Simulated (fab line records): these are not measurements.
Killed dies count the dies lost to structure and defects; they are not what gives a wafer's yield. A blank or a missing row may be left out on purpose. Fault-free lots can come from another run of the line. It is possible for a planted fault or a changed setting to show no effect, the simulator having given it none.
fab line records	flow nandHarc	part 1 of 2: steps 1 to 24 of 36
record lots=5	wafers=15	lastDay=24
route steps=1159 shown P_ZERO_WELL@9
lots that met no fault: from a run of the same line without faults
startH: hours from the record's opening day to when the first of the lot's shown wafers began	waitH: time in hours since the lot's previous step	" repeats the value in the row above	L1.1+2: several wafers, shown together as one row	- value missing, or start not given	* or withheld: withheld	< > ~ a bound
route shown NAME@n: names a module that has steps shown in the file, with the first one's number in the route	usual: mean and standard deviation over wafers with no fault	same: alike in all rows	chamber/n: place in a boat	sites: readings site by site	_std_site: standard deviation across them	_edge_site: outer sites' mean less inner sites'	radiusMm: for every site, how far away it sits from the centre of the wafer	mask NAME#n: copy n	behind: tool/chamber where the wafer was last shaped	hold: reason for holding the lot/hours on hold/outcome of the hold	device: which transistor (n, p or np) failed to switch	end of line: the same wafers' tests at the end of the route	where a step has no rows: the recipe by itself	killed: not the wafer's yield, but the dies lost to structure and defects at the first sort	map: the dies of a wafer, with x for killed, . for not killed, _ for no die there
set.NAME: the setting that was run; set.NAME@STEP: the one run at that earlier step	model.NAME: the simulator's own value behind a step, which no gauge read
a table for each step, a row for each wafer; lots at some steps of the route
services: a tool's chamber out of use, with start hour (startH, from the record's first day; less than 0 if before it), hours out, and reason
## steps
# step NHARC_P_ZERO_WELL_SOFTBAKE_06
# recipe tempC=125	timeS=70
# usual heaterPowerTotalW=200.8/1.3
lot.wafer	tool	chamber	startH	waitH	heaterPowerTotalW
L082.2	lithoTrack-05	0	-	-	199.7
L082.3	"	0	"	"	202.6
L082.5	"	0	"	"	199.3
L083.1	lithoTrack-03	0	-	-	201.2
L083.2	"	0	"	"	200.0
L083.4	"	0	"	"	200.8
L087.4	lithoTrack-05	0	-	-	201.0
L087.5	"	0	"	"	199.2
L087.6	"	0	"	"	202.6
L089.1	lithoTrack-07	0	-	-	202.5
L089.2	"	0	"	"	199.7
L089.5	"	0	"	"	199.1
L097.3	lithoTrack-05	0	-	-	199.2
L097.4	"	0	"	"	199.6
L097.6	"	0	"	"	200.3
# step NHARC_P_ZERO_WELL_EBR_07
lot.wafer	tool	chamber	startH	waitH
L082.2+3+5	lithoTrack-05	0	-	-
L083.1+2+4	lithoTrack-03	0	-	-
L087.4+5+6	lithoTrack-05	0	-	-
L089.1+2+5	lithoTrack-07	0	-	-
L097.3+4+6	lithoTrack-05	0	-	-
# step NHARC_P_ZERO_WELL_EXPOSE_08
# recipe na=0.55	targetCdNm=500	doseMj=33.8	maskId=P_ZERO
# usual stageVelMmS=499.99/0.27
lot.wafer	tool	chamber	startH	waitH	mask	stageVelMmS
L082.2	krfScanner-03	0	61.09	-	P_ZERO#0	500.46
L082.3	"	0	"	"	P_ZERO#0	500.16
L082.5	"	0	"	"	P_ZERO#0	500.33
L083.1	krfScanner-04	0	67.09	-	P_ZERO#0	500.23
L083.2	"	0	"	"	P_ZERO#0	500.32
L083.4	"	0	"	"	P_ZERO#0	500.56
L087.4	krfScanner-03	0	91.11	-	P_ZERO#0	500.20
L087.5	"	0	"	"	P_ZERO#0	499.90
L087.6	"	0	"	"	P_ZERO#0	499.88
L089.1	krfScanner-01	0	102.97	-	P_ZERO#0	500.07
L089.2	"	0	"	"	P_ZERO#0	499.92
L089.5	"	0	"	"	P_ZERO#0	499.94
L097.3	krfScanner-04	0	151.10	-	P_ZERO#0	499.82
L097.4	"	0	"	"	P_ZERO#0	499.82
L097.6	"	0	"	"	P_ZERO#0	500.07
# step NHARC_P_ZERO_WELL_PEB_09
# recipe pebTempC=128	pebTimeS=80
# usual heaterPowerTotalW=189.9/0.81
lot.wafer	tool	chamber	startH	waitH	heaterPowerTotalW
L082.2	lithoTrack-07	0	61.15	0.1	190.9
L082.3	"	0	"	"	190.8
L082.5	"	0	"	"	190.9
L083.1	lithoTrack-07	0	67.16	0.1	190.9
L083.2	"	0	"	"	190.5
L083.4	"	0	"	"	188.8
L087.4	lithoTrack-07	0	91.16	0.0	190.5
L087.5	"	0	"	"	190.9
L087.6	"	0	"	"	189.8
L089.1	lithoTrack-07	0	103.04	0.1	189.6
L089.2	"	0	"	"	190.6
L089.5	"	0	"	"	189.5
L097.3	lithoTrack-07	0	151.16	0.1	188.9
L097.4	"	0	"	"	190.6
L097.6	"	0	"	"	189.5
# step NHARC_P_ZERO_WELL_DEVELOP_10
# recipe timeS=50	devTempC=22
# usual developerTempC=21.98/0.1
lot.wafer	tool	chamber	startH	waitH	developerTempC
L082.2	lithoTrack-07	0	-	-	22.04
L082.3	"	0	"	"	22.08
L082.5	"	0	"	"	21.97
L083.1	lithoTrack-07	0	-	-	22.05
L083.2	"	0	"	"	22.09
L083.4	"	0	"	"	22.05
L087.4	lithoTrack-07	0	-	-	21.99
L087.5	"	0	"	"	21.93
L087.6	"	0	"	"	21.92
L089.1	lithoTrack-07	0	-	-	22.05
L089.2	"	0	"	"	21.82
L089.5	"	0	"	"	21.97
L097.3	lithoTrack-07	0	-	-	21.88
L097.4	"	0	"	"	21.87
L097.6	"	0	"	"	21.87
# step NHARC_P_ZERO_WELL_CD_MEAS_11
# recipe targetCdNm=500	landingEnergyEv=500
# usual cdNm=500.6/2.7
lot.wafer	tool	chamber	startH	waitH	cdNm
L082.2	cdSem-03	0	61.24	-	499.5
L082.3	"	0	"	"	504.8
L082.5	"	0	"	"	499.2
L083.1	cdSem-02	0	67.25	-	499.6
L083.2	"	0	"	"	501.8
L083.4	"	0	"	"	503.0
L087.4	cdSem-03	0	91.25	-	500.1
L087.5	"	0	"	"	506.2
L087.6	"	0	"	"	500.1
L089.1	cdSem-01	0	103.13	-	500.9
L089.2	"	0	"	"	499.8
L089.5	"	0	"	"	505.6
L097.3	cdSem-03	0	151.25	-	503.8
L097.4	"	0	"	"	499.9
L097.6	"	0	"	"	502.9
# step NHARC_P_ZERO_WELL_HARDBAKE_12
# recipe tempC=118	timeS=65
# usual heaterPowerTotalW=195.7/0.39
lot.wafer	tool	chamber	startH	waitH	heaterPowerTotalW
L082.2	lithoTrack-03	0	61.32	-	195.3
L082.3	"	0	"	"	195.5
L082.5	"	0	"	"	196.1
L083.1	lithoTrack-03	0	67.33	-	196.1
L083.2	"	0	"	"	196.2
L083.4	"	0	"	"	195.8
L087.4	lithoTrack-03	0	91.33	-	195.9
L087.5	"	0	"	"	195.6
L087.6	"	0	"	"	195.2
L089.1	lithoTrack-07	0	103.21	-	196.2
L089.2	"	0	"	"	195.3
L089.5	"	0	"	"	195.9
L097.3	lithoTrack-07	0	151.34	-	196.1
L097.4	"	0	"	"	195.1
L097.6	"	0	"	"	196.1
# step NHARC_P_ZERO_WELL_DESCUM_13
# recipe timeS=3	o2FlowSccm=200	arFlowSccm=0	biasPowerW=0	chemistry=O2
# usual drypumpMotorCurrentA=5.7/0.32	oesProductAu=0.995/0.0092	rfVppV=58.0/0.84	showerheadPlenumPTorr=1.96/0.071	throttleValvePct=11.313/0.0094
lot.wafer	tool	chamber	startH	waitH	drypumpMotorCurrentA	oesProductAu	rfHoursCounterH	rfVppV	showerheadPlenumPTorr	throttleValvePct
L082.2	rieDiel-02	3	61.41	-	5.7	0.988	8	58.8	1.91	11.322
L082.3	"	0	"	"	6.2	0.994	9	58.0	2.00	11.292
L082.5	"	3	"	"	5.7	0.985	-	58.2	1.91	11.316
L083.4	rieDiel-02	2	67.40	-	5.9	0.991	7	57.8	1.99	11.314
L083.1	"	3	"	"	5.7	0.983	8	58.1	1.91	11.311
L083.2	"	1	"	"	5.6	1.009	8	58.2	1.95	11.313
L087.4	rieDiel-12	0	91.44	-	5.6	1.003	-	57.4	1.90	11.318
L087.5	"	1	"	"	5.2	1.000	-	58.9	2.01	11.305
L087.6	"	2	"	"	5.8	0.993	-	59.6	2.05	11.313
L089.2	rieDiel-02	1	103.30	-	5.6	1.011	10	58.3	1.95	11.313
L089.1	"	2	"	"	5.9	0.998	9	56.1	1.99	11.317
L089.5	"	3	"	"	5.7	0.983	-	58.3	1.91	11.303
L097.3	rieDiel-12	1	151.41	-	5.2	0.986	8	59.0	2.01	11.307
L097.4	"	3	"	"	6.3	1.000	8	56.4	1.86	11.317
L097.6	"	1	"	"	5.2	0.986	-	56.7	2.01	11.329
# step NHARC_P_ZERO_WELL_ETCH_65
# recipe targetDepthA=800	overetchA=240	timeS=87.88	ionEnergyEv=200	n2FlowSccm=150	h2FlowSccm=150	arFlowSccm=0	rfW=400	biasW=150	chemistry=N2/H2
# usual drypumpMotorCurrentA=5.7/0.33	oesProductAu=0.995/0.01	rfVppV=432.1/2.2	showerheadPlenumPTorr=2.10/0.077	throttleValvePct=14.171/0.0086
lot.wafer	tool	chamber	startH	waitH	drypumpMotorCurrentA	oesProductAu	rfHoursCounterH	rfVppV	showerheadPlenumPTorr	throttleValvePct
L082.2	rieDiel-02	0	61.48	0.1	6.2	1.000	9	432.6	2.13	14.176
L082.3	"	3	"	"	5.7	0.988	8	430.5	2.03	14.175
L082.5	"	1	"	"	5.6	1.009	-	431.2	2.08	14.176
L083.4	rieDiel-02	0	67.49	0.1	6.2	0.991	9	432.0	2.13	14.194
L083.2	"	2	"	"	5.9	0.979	7	433.8	2.12	14.169
L083.1	"	3	"	"	5.7	0.993	8	430.4	2.03	14.177
L087.4	rieDiel-12	0	91.53	0.1	5.6	0.998	-	430.2	2.03	14.171
L087.5	"	1	"	"	5.2	0.990	-	431.7	2.14	14.171
L087.6	"	2	"	"	5.8	0.985	-	434.0	2.19	14.167
L089.2	rieDiel-02	2	103.37	0.1	5.9	0.984	9	433.5	2.12	14.165
L089.1	"	3	"	"	5.7	0.982	10	429.9	2.03	14.164
L089.5	"	3	"	"	5.7	0.977	-	429.9	2.03	14.165
L097.4	rieDiel-12	3	151.51	0.1	6.3	0.992	8	429.0	1.98	14.161
L097.3	"	0	"	"	5.6	0.992	8	431.9	2.02	14.173
L097.6	"	1	"	"	5.3	0.994	-	431.9	2.14	14.164
# step NHARC_P_ZERO_WELL_ETCH_62
# recipe targetDepthA=130	timeS=6.5	chf3FlowSccm=50	arFlowSccm=200	rfW=500	biasW=200	chemistry=CHF3/Ar
# usual chf3FlowSccm=50.00/0.14	drypumpMotorCurrentA=5.7/0.33	oesProductAu=0.958/0.017	rfVppV=371.9/1.9	showerheadPlenumPTorr=2.40/0.084	throttleValvePct=20.217/0.0089
lot.wafer	tool	chamber	startH	waitH	chf3FlowSccm	drypumpMotorCurrentA	oesProductAu	rfHoursCounterH	rfVppV	showerheadPlenumPTorr	throttleValvePct
L082.2	rieDiel-02	1	-	-	50.17	5.6	0.972	8	372.5	2.39	20.204
L082.3	"	2	"	"	50.04	5.9	0.942	7	372.7	2.43	20.217
L082.5	"	0	"	"	50.17	6.2	0.969	-	372.9	2.44	20.222
L083.1	rieDiel-02	3	-	-	50.14	5.7	0.947	8	370.4	2.34	20.221
L083.4	"	1	"	"	49.95	5.6	0.974	8	371.9	2.39	20.217
L083.2	"	2	"	"	50.00	5.9	0.956	7	372.7	2.43	20.227
L087.6	rieDiel-12	1	-	-	49.80	5.2	0.947	-	373.3	2.46	20.211
L087.5	"	2	"	"	49.92	5.8	0.948	-	373.2	2.51	20.209
L087.4	"	0	"	"	49.88	5.6	0.951	-	371.6	2.33	20.233
L089.2	rieDiel-02	3	-	-	50.01	5.7	0.944	10	370.8	2.34	20.225
L089.1	"	0	"	"	49.76	6.2	0.965	11	374.4	2.44	20.219
L089.5	"	1	"	"	50.10	5.6	0.999	-	371.2	2.38	20.227
L097.3	rieDiel-12	1	-	-	49.74	5.2	0.946	8	373.3	2.45	20.217
L097.4	"	2	"	"	49.98	5.8	0.958	8	373.6	2.50	20.213
L097.6	"	0	"	"	50.03	5.6	0.966	-	371.1	2.33	20.202
# step NHARC_P_ZERO_WELL_ETCH_63
# recipe targetDepthA=1200	timeS=40.1	hbrFlowSccm=150	cl2FlowSccm=50	rfW=400	icpW=400	biasW=100	chemistry=HBr/Cl2
# usual drypumpMotorCurrentA=5.7/0.42	oesProductAu=0.998/0.009	throttleValvePct=26.405/0.0091
lot.wafer	tool	chamber	startH	waitH	drypumpMotorCurrentA	oesProductAu	rfHoursCounterH	throttleValvePct
L082.3	rieSi-04	1	61.67	-	5.8	0.988	1.2	26.409
L082.2	"	0	"	"	6.2	1.004	1.1	26.415
L082.5	"	2	"	"	5.5	1.007	-	26.393
L083.1	rieSi-04	0	67.66	-	6.2	1.007	1.2	26.399
L083.2	"	1	"	"	5.8	0.992	1.2	26.414
L083.4	"	2	"	"	5.5	1.002	1.1	26.403
L087.4	rieSi-05	0	91.74	-	6.1	0.990	0.1	26.399
L087.5	"	1	"	"	5.9	1.005	-	26.416
L087.6	"	2	"	"	6.0	1.004	-	26.420
L089.2	rieSi-01	3	103.56	-	5.0	0.976	1.2	26.421
L089.1	"	1	"	"	5.7	0.981	1.2	26.398
L089.5	"	3	"	"	5.1	0.987	-	26.419
L097.3	rieSi-01	2	151.69	-	5.5	1.013	0.1	26.417
L097.4	"	3	"	"	5.1	1.000	0.1	26.401
L097.6	"	1	"	"	5.7	1.007	-	26.393
# step NHARC_P_ZERO_WELL_STRIP_15
# recipe timeS=900	tempC=130	chemistry=SPM
# usual bathGuardTempC=130.0/0.59
lot.wafer	tool	chamber	startH	waitH	bathGuardTempC
L082.3	wetBench-02	2	61.82	-	130.6
L082.5	"	3	"	"	130.1
L082.2	"	5	"	"	129.3
L083.1	wetBench-03	0	67.83	-	128.8
L083.4	"	2	"	"	130.3
L083.2	"	3	"	"	130.5
L087.6	wetBench-02	7	91.86	-	130.4
L087.5	"	0	"	"	129.4
L087.4	"	1	"	"	129.5
L089.1	wetBench-03	4	103.70	-	130.2
L089.2	"	5	"	"	129.2
L089.5	"	6	"	"	129.4
L097.3	wetBench-02	3	151.83	-	130.1
L097.4	"	4	"	"	130.1
L097.6	"	7	"	"	130.5
# step NHARC_P_ZERO_WELL_DEHYDRATE_16
# recipe tempC=150	timeS=120
# usual heaterPowerTotalW=182.6/1.2
lot.wafer	tool	chamber	startH	waitH	heaterPowerTotalW
L082.2	lithoTrack-07	0	62.17	-	181.9
L082.3	"	0	"	"	184.0
L082.5	"	0	"	"	183.1
L083.1	lithoTrack-07	0	68.17	-	183.1
L083.2	"	0	"	"	180.3
L083.4	"	0	"	"	183.8
L087.4	lithoTrack-07	0	92.20	-	180.9
L087.5	"	0	"	"	184.0
L087.6	"	0	"	"	184.1
L089.1	lithoTrack-07	0	104.05	-	181.7
L089.2	"	0	"	"	181.5
L089.5	"	0	"	"	180.9
L097.3	lithoTrack-05	0	152.18	-	184.2
L097.4	"	0	"	"	181.2
L097.6	"	0	"	"	184.3
# step NHARC_P_ZERO_WELL_HMDS_17
# recipe timeS=30
lot.wafer	tool	chamber	startH	waitH
L082.2+3+5	lithoTrack-07	0	-	-
L083.1+2+4	lithoTrack-07	0	-	-
L087.4+5+6	lithoTrack-07	0	-	-
L089.1+2+5	lithoTrack-07	0	-	-
L097.3+4+6	lithoTrack-05	0	-	-
# step NHARC_P_ZERO_WELL_COAT_18
# recipe spinRpm=withheld
lot.wafer	tool	chamber	startH	waitH
L082.2+3+5	lithoTrack-07	0	-	-
L083.1+2+4	lithoTrack-07	0	-	-
L087.4+5+6	lithoTrack-07	0	-	-
L089.1+2+5	lithoTrack-07	0	-	-
L097.3+4+6	lithoTrack-05	0	-	-
# step NHARC_P_ZERO_WELL_SOFTBAKE_19
# recipe tempC=122	timeS=95
# usual heaterPowerTotalW=160.0/0.49
lot.wafer	tool	chamber	startH	waitH	heaterPowerTotalW
L082.2	lithoTrack-07	0	-	-	160.8
L082.3	"	0	"	"	160.6
L082.5	"	0	"	"	160.0
L083.1	lithoTrack-07	0	-	-	159.5
L083.2	"	0	"	"	159.8
L083.4	"	0	"	"	159.7
L087.4	lithoTrack-07	0	-	-	160.6
L087.5	"	0	"	"	159.3
L087.6	"	0	"	"	159.9
L089.1	lithoTrack-07	0	-	-	160.5
L089.2	"	0	"	"	160.3
L089.5	"	0	"	"	159.8
L097.3	lithoTrack-05	0	-	-	160.4
L097.4	"	0	"	"	160.6
L097.6	"	0	"	"	159.9
# step NHARC_P_ZERO_WELL_EBR_20
lot.wafer	tool	chamber	startH	waitH
L082.2+3+5	lithoTrack-07	0	-	-
L083.1+2+4	lithoTrack-07	0	-	-
L087.4+5+6	lithoTrack-07	0	-	-
L089.1+2+5	lithoTrack-07	0	-	-
L097.3+4+6	lithoTrack-05	0	-	-
# step NHARC_P_ZERO_WELL_EXPOSE_21
# recipe na=0.6	targetCdNm=720	doseMj=22.31	maskId=P_NWELL
# usual stageVelMmS=499.97/0.27
lot.wafer	tool	chamber	startH	waitH	mask	stageVelMmS
L082.2	krfScanner-01	0	62.33	-	P_NWELL#0	499.99
L082.3	"	0	"	"	P_NWELL#0	500.23
L082.5	"	0	"	"	P_NWELL#0	500.00
L083.1	krfScanner-04	0	68.44	-	P_NWELL#0	499.96
L083.2	"	0	"	"	P_NWELL#0	499.90
L083.4	"	0	"	"	P_NWELL#0	500.00
L087.4	krfScanner-04	0	92.48	-	P_NWELL#0	499.67
L087.5	"	0	"	"	P_NWELL#0	499.41
L087.6	"	0	"	"	P_NWELL#0	499.74
L089.1	krfScanner-04	0	104.32	-	P_NWELL#0	499.99
L089.2	"	0	"	"	P_NWELL#0	500.00
L089.5	"	0	"	"	P_NWELL#0	500.19
L097.3	krfScanner-03	0	152.46	-	P_NWELL#0	500.00
L097.4	"	0	"	"	P_NWELL#0	500.13
L097.6	"	0	"	"	P_NWELL#0	499.77
# step NHARC_P_ZERO_WELL_PEB_22
# recipe pebTempC=118	pebTimeS=85
# usual heaterPowerTotalW=163.97/0.27
lot.wafer	tool	chamber	startH	waitH	heaterPowerTotalW
L082.2	lithoTrack-07	0	62.39	0.1	163.73
L082.3	"	0	"	"	164.07
L082.5	"	0	"	"	163.63
L083.1	lithoTrack-07	0	68.50	0.1	164.12
L083.2	"	0	"	"	164.28
L083.4	"	0	"	"	164.46
L087.4	lithoTrack-07	0	92.54	0.0	164.34
L087.5	"	0	"	"	164.14
L087.6	"	0	"	"	163.98
L089.1	lithoTrack-07	0	104.38	0.1	164.14
L089.2	"	0	"	"	163.94
L089.5	"	0	"	"	163.60
L097.3	lithoTrack-05	0	152.52	0.1	164.04
L097.4	"	0	"	"	164.27
L097.6	"	0	"	"	164.00
# step NHARC_P_ZERO_WELL_DEVELOP_23
# recipe timeS=70
lot.wafer	tool	chamber	startH	waitH
L082.2+3+5	lithoTrack-07	0	-	-
L083.1+2+4	lithoTrack-07	0	-	-
L087.4+5+6	lithoTrack-07	0	-	-
L089.1+2+5	lithoTrack-07	0	-	-
L097.3+4+6	lithoTrack-05	0	-	-
# step NHARC_P_ZERO_WELL_CD_MEAS_24
# recipe targetCdNm=720	landingEnergyEv=500
# usual cdNm=718.9/2
lot.wafer	tool	chamber	startH	waitH	cdNm
L082.2	cdSem-01	0	62.49	-	714.7
L082.3	"	0	"	"	719.3
L082.5	"	0	"	"	717.3
L083.1	cdSem-02	0	68.59	-	718.0
L083.2	"	0	"	"	723.4
L083.4	"	0	"	"	719.2
L087.4	cdSem-01	0	92.63	-	716.6
L087.5	"	0	"	"	718.1
L087.6	"	0	"	"	721.5
L089.1	cdSem-01	0	104.47	-	721.1
L089.2	"	0	"	"	718.1
L089.5	"	0	"	"	720.5
L097.3	cdSem-01	0	152.61	-	715.9
L097.4	"	0	"	"	719.1
L097.6	"	0	"	"	717.6
# step NHARC_P_ZERO_WELL_HARDBAKE_25
# recipe tempC=125	timeS=80
# usual heaterPowerTotalW=184.0/0.74
lot.wafer	tool	chamber	startH	waitH	heaterPowerTotalW
L082.2	lithoTrack-03	0	62.57	-	184.5
L082.3	"	0	"	"	184.0
L082.5	"	0	"	"	184.9
L083.1	lithoTrack-07	0	68.67	-	184.9
L083.2	"	0	"	"	183.9
L083.4	"	0	"	"	183.5
L087.4	lithoTrack-07	0	92.71	-	184.6
L087.5	"	0	"	"	185.0
L087.6	"	0	"	"	182.9
L089.1	lithoTrack-05	0	104.55	-	182.8
L089.2	"	0	"	"	182.9
L089.5	"	0	"	"	184.8
L097.3	lithoTrack-07	0	152.70	-	183.9
L097.4	"	0	"	"	185.0
L097.6	"	0	"	"	185.0
# step NHARC_P_ZERO_WELL_DESCUM_26
# recipe timeS=3	o2FlowSccm=200	arFlowSccm=0	biasPowerW=0	chemistry=O2
# usual drypumpMotorCurrentA=5.7/0.32	oesProductAu=0.997/0.01	rfVppV=57.9/0.88	showerheadPlenumPTorr=1.97/0.077	throttleValvePct=11.311/0.0093
lot.wafer	tool	chamber	startH	waitH	drypumpMotorCurrentA	oesProductAu	rfHoursCounterH	rfVppV	showerheadPlenumPTorr	throttleValvePct
L082.2	rieDiel-07	0	62.67	-	5.8	1.007	0	56.8	1.95	11.318
L082.3	"	1	"	"	5.2	1.015	0	57.2	2.06	11.312
L082.5	"	3	"	"	5.4	0.985	-	56.5	1.82	11.296
L083.1	rieDiel-12	2	68.76	-	5.8	0.990	1	57.0	2.05	11.310
L083.4	"	3	"	"	6.3	0.995	2	56.8	1.86	11.302
L083.2	"	0	"	"	5.6	0.999	2	58.2	1.90	11.293
L087.4	rieDiel-02	0	92.80	-	6.2	0.987	10	57.7	2.00	11.310
L087.6	"	3	"	"	5.7	0.983	-	56.9	1.91	11.307
L087.5	"	0	"	"	6.2	1.003	-	57.6	2.00	11.298
L089.1	rieDiel-07	0	104.63	-	5.8	0.998	3	58.0	1.94	11.307
L089.2	"	1	"	"	5.2	1.013	2	58.3	2.06	11.318
L089.5	"	1	"	"	5.3	1.009	-	58.8	2.06	11.330
L097.3	rieDiel-07	3	152.77	-	5.4	0.989	6	57.8	1.82	11.313
L097.4	"	0	"	"	5.8	0.991	5	58.3	1.94	11.312
L097.6	"	0	"	"	5.8	1.008	-	55.7	1.94	11.321
# step NHARC_P_ZERO_WELL_IMPLANT_27
# recipe energyKev=600	doseCm2=1e+13	tiltDeg=7
# usual beamEnergyKeV=599.98/0.18
# same implantIonAmu=31
lot.wafer	tool	chamber	startH	waitH	beamEnergyKeV
L082.2	implanter-01	0	62.82	0.1	600.03
L082.3	"	0	"	"	600.00
L082.5	"	0	"	"	600.23
L083.1	implanter-02	0	68.90	0.1	600.19
L083.2	"	0	"	"	599.78
L083.4	"	0	"	"	599.68
L087.4	implanter-01	0	93.02	0.2	599.81
L087.5	"	0	"	"	600.01
L087.6	"	0	"	"	599.86
L089.1	implanter-02	0	104.78	0.1	599.99
L089.2	"	0	"	"	600.17
L089.5	"	0	"	"	599.76
L097.3	implanter-01	0	152.97	0.2	599.95
L097.4	"	0	"	"	599.85
L097.6	"	0	"	"	600.02
